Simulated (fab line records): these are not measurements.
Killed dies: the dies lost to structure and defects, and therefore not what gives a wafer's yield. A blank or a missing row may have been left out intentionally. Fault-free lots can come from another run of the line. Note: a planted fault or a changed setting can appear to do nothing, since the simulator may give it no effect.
Chamber matching	flow n5 finfet	N5_BEOL_M1_STRIP_19 on rie diel-06 has 4 sister chambers
The step strips in O2. 4 wafers are shown with their chamber, then 7 later ones without.

## WAFERS PAIRED WITH THEIR CHAMBERS
wafer	chamber	throttle valve pct (%)
L077.3	1	16.03
L087.6	2	16.91
L093.1	3	16.66
L093.2	0	16.67

## WAFERS WITH NO CHAMBER GIVEN
wafer	throttle valve pct (%)
L093.3	16.07
L095.2	16.08
L095.4	16.94
L095.5	16.68
L096.1	16.67
L096.2	16.95
L096.4	16.08

## EACH ONE'S CHAMBER
wafer	from the rows above	in truth
L093.3	1	1
L095.2	1	1
L095.4	2	2
L095.5	can't be placed: 0 or 3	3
L096.1	can't be placed: 0 or 3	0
L096.2	2	2
L096.4	1	1
Placed correctly: 5 of 7. Cannot be placed on the basis of these rows: 2; the candidates contain the true chamber in 2. Wrongly placed: 0.
How it was worked out, from the rows above alone: a wafer's distance from a chamber is the root of the sum, over the readings, of the square of ((its reading less the chamber's mean) divided by the reading's scatter). The wafer belongs to the nearest chamber; if the next one is less than 2 further off, it can't be placed. Each chamber's mean is taken over the wafers shown for it. The scatter (one wafer shown for each chamber): square how far every hidden wafer sits from the nearest shown wafer, average those squares and take the square root.
